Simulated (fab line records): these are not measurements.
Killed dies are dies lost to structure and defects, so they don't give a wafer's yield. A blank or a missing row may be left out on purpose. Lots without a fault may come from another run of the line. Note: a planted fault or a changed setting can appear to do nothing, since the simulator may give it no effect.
fab line records	flow n5-finfet
[record] lots = 7	wafers = 39
route steps=1938 shown SD_EPI_N@288 SD_EPI_P@323 HKMG_FIN@406 MOL_CONTACT_COAG@541
start-h: hours from the record's first day to the start of the lot's first wafer shown	wait-h: how many hours have passed since the lot's step before this one	" as in the row above	L1.1+2: one row covering several wafers at once	- no value present, or no start provided	* or withheld: withheld	< > ~ a bound
route shown NAME@n: NAME is a module with steps in the file, n the number in the route of the first one	usual: mean/standard deviation of fault-free wafers	same: alike in all rows	chamber/n: place in a boat	sites: the reading at each site	_std_site: standard deviation of those values	_edge_site: outer sites' mean less inner sites'	radius-mm: for every site, how far away it sits from the centre of the wafer	mask NAME#n: copy n	behind: the tool/chamber that last shaped the wafer	hold: the reason the lot was held/the length of the hold in hours/how it ended	device: names the non-switching transistor (n, p or np)	end of line: the route-end tests of the same wafers	a step without rows: its recipe alone	killed: dies lost to structure and defects at the first sort, not the wafer's yield	map: the dies of a wafer, with x for killed, . for not killed, _ for no die there
set.NAME: the run value of the setting; set.NAME@STEP: its run value at that earlier step	model.NAME: the simulator's own value behind a step, which no gauge read
lots with deliberately changed settings; one table per step, one row per wafer
[[steps]]
[step N5_SD_EPI_N_EPI_21]
[recipe] material = Si:P	dopant = P	temp-c = 680	pressure-torr = 255	time-s = 690
lot.wafer	tool	chamber	start-h	wait-h	set.epi-growth-time-s	model.Si-P_of_SD_EPI_N_EPI_21.thk-nm
L081.1+6	epi-rpcvd-04	0	92.70	0.1	690	58.4
L081.2+3	"	0	"	"	734	61
L081.4	"	0	"	"	734	60.6
L081.5	"	0	"	"	690	58
L082.1	epi-rpcvd-04	0	102.42	0.1	669	58.2
L082.2	"	0	"	"	669	56.8
L082.3	"	0	"	"	669	57.2
L082.4	"	0	"	"	690	59
L082.5	"	0	"	"	690	58.6
L082.6	"	0	"	"	690	59.2
L083.1	epi-rpcvd-01	0	107.40	0.1	763.4	64
L083.2+6	"	0	"	"	690	59.2
L083.3	"	0	"	"	763.4	63.4
L083.4	"	0	"	"	763.4	63.6
L083.5	"	0	"	"	690	59.4
L086.4	epi-rpcvd-01	0	123.73	1.2	690	58.4
L086.5	"	0	"	"	690	58.6
L086.6	"	0	"	"	690	58.8
L089.1	epi-rpcvd-01	0	139.69	0.1	690	58.4
L089.2	"	0	"	"	690	59
L089.3	"	0	"	"	690	58.6
L089.4	"	0	"	"	663.7	57
L089.5	"	0	"	"	663.7	57.4
L089.6	"	0	"	"	663.7	57.2
L094.1+3	epi-rpcvd-01	0	169.64	0.1	690	59.4
L094.2	"	0	"	"	690	60
L094.4	"	0	"	"	690	59.8
L094.5+6	"	0	"	"	690	60.2
L096.1+3	epi-rpcvd-04	0	185.30	0.1	655.3	56.8
L096.2	"	0	"	"	690	59
L096.4	"	0	"	"	655.3	56.2
L096.5	"	0	"	"	690	58.2
L096.6	"	0	"	"	690	59.4
[step N5_SD_EPI_N_PRECLEAN_24]
[recipe] chemistry = O3/DIW	time-s = 60	temp-c = 22	o3-ppm = 10
[step N5_SD_EPI_P_HM_STRIP_48]
[recipe] chemistry = H3PO4	temp-c = 160	material = SiNx	target = SiNx	target-depth-a = 30	overetch-fraction = 0.3
[step N5_SD_EPI_P_SRD_49]
[recipe] dry = ipa-marangoni	time-s = 30	temp-c = 23	rinse-liquid = diw
[step N5_SD_EPI_P_PRECLEAN_24]
[recipe] chemistry = O3/DIW	time-s = 45	temp-c = 22	o3-ppm = 10
lot.wafer	tool	chamber	start-h	wait-h	set.epi-growth-time-s@SD_EPI_N_EPI_21	model.Si-P_of_SD_EPI_N_EPI_21.thk-nm
L081.1+6	wet-bench-05	6,0	99.10	0.0	690	57.6
L081.2	"	7	"	"	734	60
L081.3	"	5	"	"	734	60.2
L081.4	"	1	"	"	734	59.8
L081.5	"	4	"	"	690	57.2
L082.1	wet-bench-01	2	109.03	0.0	669	57.4
L082.2	"	7	"	"	669	56
L082.3	"	0	"	"	669	56.4
L082.4	"	1	"	"	690	58.2
L082.5	"	6	"	"	690	57.8
L082.6	"	5	"	"	690	58.4
L083.1	wet-bench-05	1	113.81	0.0	763.4	63.2
L083.2+6	"	0,7	"	"	690	58.4
L083.3+4	"	4,2	"	"	763.4	62.6
L083.5	"	3	"	"	690	58.6
L086.4	wet-bench-05	2	129.58	0.0	690	57.6
L086.5	"	3	"	"	690	57.8
L086.6	"	0	"	"	690	58
L089.1	wet-bench-04	2	148.07	0.0	690	57.6
L089.2	"	3	"	"	690	58.2
L089.3	"	0	"	"	690	57.8
L089.4	"	4	"	"	663.7	56.2
L089.5	"	5	"	"	663.7	56.6
L089.6	"	1	"	"	663.7	56.4
L094.1	wet-bench-04	7	176.05	0.0	690	58.4
L094.2+5	"	5,6	"	"	690	59.2
L094.3	"	2	"	"	690	58.6
L094.4	"	0	"	"	690	59
L094.6	"	1	"	"	690	59.4
L096.1+3	wet-bench-05	1,5	192.86	0.0	655.3	56
L096.2	"	2	"	"	690	58.2
L096.4	"	3	"	"	655.3	55.6
L096.5	"	4	"	"	690	57.4
L096.6	"	0	"	"	690	58.6
[step N5_HKMG_FIN_ETCH_58]
[recipe] chemistry = N2/H2	target = SOC	target-depth-a = 2158	ion-energy-ev = 50	bias-w = 13	time-s = 741	pressure-mtorr = 30	source-w = 875	n2-flow-sccm = 200	h2-flow-sccm = 200
[usual] rf-vpp-V = 99.3/0.98
lot.wafer	tool	chamber	start-h	wait-h	set.bias-w	rf-vpp-V
L081.1	rie-diel-04	2	113.41	0.0	13.91	103.8
L081.2	"	0	"	"	13.91	103.8
L081.3	"	1	"	"	13	97.9
L081.4	"	3	"	"	13.91	103.7
L081.5	"	2	"	"	13	99.8
L081.6	"	3	"	"	13	98.8
L082.1	rie-diel-01	3	124.14	0.0	13	98.6
L082.2	"	2	"	"	11.51	92.7
L082.3	"	0	"	"	11.51	90.3
L082.4	"	3	"	"	13	98.8
L082.5	"	0	"	"	13	97.4
L082.6	"	2	"	"	11.51	92.3
L083.1	rie-diel-02	2	130.84	0.0	13	99.0
L083.2	"	1	"	"	13	98.3
L083.3	"	0	"	"	13	100.6
L083.4	"	3	"	"	13	98.6
L083.5	"	3	"	"	13	98.0
L083.6	"	0	"	"	13	100.3
L086.4	rie-diel-02	0	143.52	0.0	13	100.0
L086.5	"	0	"	"	13	98.7
L086.6	"	3	"	"	13	101.8
L089.1	rie-diel-02	0	161.95	0.0	13	100.1
L089.2	"	3	"	"	14.58	105.9
L089.3	"	1	"	"	13	100.0
L089.4	"	2	"	"	13	99.3
L089.5	"	3	"	"	14.58	107.3
L089.6	"	0	"	"	14.58	107.3
L094.1	rie-diel-01	1	192.92	0.0	14.8	108.2
L094.2	"	2	"	"	14.8	108.1
L094.3	"	3	"	"	14.8	107.8
L094.4	"	0	"	"	13	98.9
L094.5	"	1	"	"	13	98.7
L094.6	"	0	"	"	13	96.9
L096.1	rie-diel-04	3	206.69	0.0	13.72	101.9
L096.2	"	0	"	"	13	99.3
L096.3	"	2	"	"	13.72	103.2
L096.4	"	1	"	"	13	99.5
L096.5	"	2	"	"	13	99.2
L096.6	"	1	"	"	13.72	103.9
[step N5_HKMG_FIN_EXPOSE_09]
[recipe] mask-id = NWFM	na = 1.35	source-shape = conventional	sigma-outer = 0.8	polarization = unpolarized	dose-mj = 39.25
lot.wafer	tool	chamber	start-h	wait-h	mask	set.dose-mj
L081.1+2+3	arfi-scanner-01	0	116.56	-	NWFM#0	41.83
L081.4+5+6	"	0	"	"	NWFM#0	39.25
L082.1+2+4	arfi-scanner-01	0	126.86	-	NWFM#0	39.25
L082.3+5+6	"	0	"	"	NWFM#0	40.17
L083.1+4+5	arfi-scanner-02	0	133.69	-	NWFM#0	40.05
L083.2+3+6	"	0	"	"	NWFM#0	39.25
L086.4+5+6	arfi-scanner-03	0	146.48	-	NWFM#0	39.25
L089.1+2+6	arfi-scanner-03	0	164.85	-	NWFM#0	40.89
L089.3+4+5	"	0	"	"	NWFM#0	39.25
L094.1+2+3+4+5+6	arfi-scanner-03	0	196.09	-	NWFM#0	39.25
L096.1+4+5	arfi-scanner-01	0	209.55	-	NWFM#0	39.25
L096.2+3+6	"	0	"	"	NWFM#0	41.64
[step N5_HKMG_FIN_PEB_10]
[recipe] peb-temp-c = withheld	peb-time-s = 60	resist = CAR-ArF
[step N5_HKMG_FIN_DEVELOP_11]
[recipe] develop-time-s = 30	developer = TMAH	resist = CAR-ArF	dev-temp-c = 23	rinse-liquid = diw	dry = air-spin
[step N5_HKMG_FIN_CD_MEAS_12]
[recipe] target-cd-nm = 92.8	landing-energy-ev = 500	detector = se-inlens
[usual] cd-nm = 93.0/0.6
lot.wafer	tool	chamber	start-h	wait-h	set.dose-mj@HKMG_FIN_EXPOSE_09	cd-nm
L081.1	cd-sem-03	0	116.68	-	41.83	96.9
L081.2	"	0	"	"	41.83	96.5
L081.3	"	0	"	"	41.83	97.5
L081.4	"	0	"	"	39.25	93.1
L081.5	"	0	"	"	39.25	92.8
L081.6	"	0	"	"	39.25	92.0
L082.1	cd-sem-02	0	126.99	-	39.25	93.5
L082.2	"	0	"	"	39.25	92.1
L082.3	"	0	"	"	40.17	93.9
L082.4	"	0	"	"	39.25	93.7
L082.5	"	0	"	"	40.17	95.0
L082.6	"	0	"	"	40.17	94.2
L083.1	cd-sem-03	0	133.82	-	40.05	94.8
L083.2	"	0	"	"	39.25	93.2
L083.3	"	0	"	"	39.25	94.6
L083.4	"	0	"	"	40.05	95.1
L083.5	"	0	"	"	40.05	95.5
L083.6	"	0	"	"	39.25	94.2
L086.4	cd-sem-02	0	146.59	-	39.25	93.1
L086.5	"	0	"	"	39.25	93.6
L086.6	"	0	"	"	39.25	92.6
L089.1	cd-sem-02	0	164.97	-	40.89	95.7
L089.2	"	0	"	"	40.89	95.6
L089.3	"	0	"	"	39.25	93.1
L089.4	"	0	"	"	39.25	94.2
L089.5	"	0	"	"	39.25	93.4
L089.6	"	0	"	"	40.89	96.1
L094.1	cd-sem-03	0	196.22	-	39.25	92.6
L094.2	"	0	"	"	39.25	92.7
L094.3	"	0	"	"	39.25	93.1
L094.4	"	0	"	"	39.25	92.5
L094.5	"	0	"	"	39.25	92.5
L094.6	"	0	"	"	39.25	93.1
L096.1	cd-sem-01	0	209.67	-	39.25	93.0
L096.2	"	0	"	"	41.64	96.3
L096.3	"	0	"	"	41.64	97.2
L096.4	"	0	"	"	39.25	94.1
L096.5	"	0	"	"	39.25	93.0
L096.6	"	0	"	"	41.64	96.0
[step N5_HKMG_FIN_ETCH_31]
[recipe] chemistry = CF4	target = SiARC	target-depth-a = 455	mask-material = CAR-ArF	time-s = 75.8	ion-energy-ev = 80	pressure-mtorr = 40	source-w = 545	bias-w = 36	Ar_flow_sccm = 100	cf4-flow-sccm = 100	ends = cleared
[usual] rf-vpp-V = 184.2/1.1
lot.wafer	tool	chamber	start-h	wait-h	set.bias-w	rf-vpp-V
L081.1	rie-diel-04	2	116.81	0.0	40	197.8
L081.2	"	0	"	"	40	197.3
L081.3	"	3	"	"	36	183.8
L081.4	"	1	"	"	36	183.7
L081.5	"	0	"	"	40	195.9
L081.6	"	3	"	"	36	185.1
L082.1	rie-diel-01	3	127.25	0.0	30.94	167.6
L082.2	"	2	"	"	36	185.0
L082.3	"	0	"	"	30.94	165.6
L082.4	"	0	"	"	36	183.1
L082.5	"	3	"	"	30.94	166.9
L082.6	"	2	"	"	36	183.0
L083.1	rie-diel-02	2	134.02	0.0	36	184.4
L083.2	"	1	"	"	36	184.0
L083.3	"	0	"	"	37.76	189.7
L083.4	"	3	"	"	37.76	189.8
L083.5	"	3	"	"	36	185.9
L083.6	"	2	"	"	37.76	190.4
L086.4	rie-diel-01	3	146.90	0.0	36	185.6
L086.5	"	1	"	"	36	183.4
L086.6	"	0	"	"	36	183.1
L089.1	rie-diel-04	3	165.09	0.0	36	181.7
L089.2	"	2	"	"	36	184.6
L089.3	"	0	"	"	36	186.1
L089.4	"	1	"	"	36	184.9
L089.5	"	0	"	"	36	184.3
L089.6	"	1	"	"	36	182.5
L094.1	rie-diel-02	2	196.34	0.0	36	185.4
L094.2	"	0	"	"	36	185.9
L094.3	"	1	"	"	36	183.6
L094.4	"	3	"	"	36	185.5
L094.5	"	3	"	"	36	185.3
L094.6	"	0	"	"	36	184.1
L096.1	rie-diel-02	0	210.01	0.0	36	183.5
L096.2	"	2	"	"	36	184.3
L096.3	"	3	"	"	36	185.0
L096.4	"	1	"	"	36	184.0
L096.5	"	2	"	"	36	184.1
L096.6	"	1	"	"	36	183.5
[step N5_MOL_CONTACT_COAG_IMPLANT_129]
[recipe] species = Ge	energy-kev = 3	dose-cm2 = 6e+14	tilt-deg = 0	rotation-deg = 0
lot.wafer	tool	chamber	start-h	wait-h	set.energy-kev	model.implant.rp-nm	model.implant.drp-nm
L081.1+2+3+4+5+6	implanter-01	0	129.68	0.0	3	6.049	2.134
L082.1+2+3+4+5+6	implanter-02	0	140.16	0.0	3	6.161	2.134
L083.1+4+6	implanter-01	0	147.08	0.0	2.307	5.487	1.814
L083.2+3+5	"	0	"	"	3	6.34	2.134
L086.4+5+6	implanter-02	0	159.38	0.1	3	5.957	2.134
L089.1+3+6	implanter-02	0	177.70	0.0	2.376	5.256	1.847
L089.2+4+5	"	0	"	"	3	5.977	2.134
L094.1+3+5	implanter-01	0	208.92	0.0	2.547	5.558	1.928
L094.2+4+6	"	0	"	"	3	6.085	2.134
L096.1+2+3+4+5+6	implanter-01	0	223.67	0.0	3	6.061	2.134
[step N5_MOL_CONTACT_COAG_VIA_ETCH_117]
[recipe] chemistry = C4F6/O2	target-depth-a = 400	overetch-a = 80	mask-material = SOC	target = SiO2	bias-w = 455	pressure-mtorr = 10	time-s = 26	source-w = 325	Ar_flow_sccm = 300	C4F6_flow_sccm = 10	O2_flow_sccm = 10	ion-energy-ev = 575.3	ends = end-point
[usual] rf-vpp-V = 1585/26
lot.wafer	tool	chamber	start-h	wait-h	set.bias-w	rf-vpp-V
L081.1	rie-diel-01	3	143.02	0.0	481.3	1686
L081.2	"	1	"	"	455	1594
L081.3	"	0	"	"	481.3	1640
L081.4	"	2	"	"	481.3	1701
L081.5	"	1	"	"	455	1596
L081.6	"	2	"	"	455	1634
L082.1	rie-diel-02	2	150.93	0.0	455	1553
L082.2	"	1	"	"	524.9	1743
L082.3	"	0	"	"	455	1574
L082.4	"	3	"	"	524.9	1805
L082.5	"	2	"	"	524.9	1729
L082.6	"	3	"	"	455	1625
L083.1	rie-diel-04	2	157.97	0.0	455	1580
L083.2	"	3	"	"	495.8	1699
L083.3	"	1	"	"	455	1565
L083.4	"	0	"	"	495.8	1665
L083.5	"	3	"	"	495.8	1699
L083.6	"	0	"	"	455	1562
L086.4	rie-diel-02	3	169.48	0.0	455	1624
L086.5	"	0	"	"	455	1574
L086.6	"	3	"	"	455	1625
L089.1	rie-diel-02	3	192.53	0.0	455	1625
L089.2	"	1	"	"	455	1568
L089.3	"	0	"	"	522	1743
L089.4	"	2	"	"	522	1720
L089.5	"	2	"	"	455	1552
L089.6	"	1	"	"	522	1735
L094.1	rie-diel-01	0	220.63	0.0	538.1	1780
L094.2	"	1	"	"	455	1594
L094.3	"	3	"	"	455	1614
L094.4	"	2	"	"	538.1	1846
L094.5	"	1	"	"	455	1594
L094.6	"	0	"	"	538.1	1779
L096.1	rie-diel-02	0	236.25	0.0	482	1642
L096.2	"	1	"	"	482	1634
L096.3	"	3	"	"	455	1623
L096.4	"	0	"	"	482	1642
L096.5	"	3	"	"	455	1625
L096.6	"	1	"	"	455	1567
[[key]]
[split] step = N5_SD_EPI_N_EPI_21	setting = epi-growth-time-s	stated = 690	by = wafer
[response] step = N5_SD_EPI_N_EPI_21	reading = model.Si-P_of_SD_EPI_N_EPI_21.thk-nm	change = +0.419	per = 1%	r = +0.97
[response] step = N5_SD_EPI_P_PRECLEAN_24	reading = model.Si-P_of_SD_EPI_N_EPI_21.thk-nm	change = +0.412	per = 1%	r = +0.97
[split] step = N5_HKMG_FIN_ETCH_58	setting = bias-w	stated = 13	by = wafer
[response] step = N5_HKMG_FIN_ETCH_58	reading = rf-vpp-V	change = +0.639	per = 1%	r = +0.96
[split] step = N5_HKMG_FIN_EXPOSE_09	setting = dose-mj	stated = 39.25	by = wafer
[response] step = N5_HKMG_FIN_CD_MEAS_12	reading = cd-nm	change = +0.579	per = 1%	r = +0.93
[split] step = N5_HKMG_FIN_ETCH_31	setting = bias-w	stated = 36	by = wafer
[response] step = N5_HKMG_FIN_ETCH_31	reading = rf-vpp-V	change = +1.18	per = 1%	r = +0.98
[split] step = N5_MOL_CONTACT_COAG_IMPLANT_129	setting = energy-kev	stated = 3	by = wafer
[response] step = N5_MOL_CONTACT_COAG_IMPLANT_129	reading = model.implant.rp-nm	change = +0.0357	per = 1%	r = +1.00
[response] step = N5_MOL_CONTACT_COAG_IMPLANT_129	reading = model.implant.drp-nm	change = +0.0138	per = 1%	r = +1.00
[split] step = N5_MOL_CONTACT_COAG_VIA_ETCH_117	setting = bias-w	stated = 455	by = wafer
[response] step = N5_MOL_CONTACT_COAG_VIA_ETCH_117	reading = rf-vpp-V	change = +11	per = 1%	r = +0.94
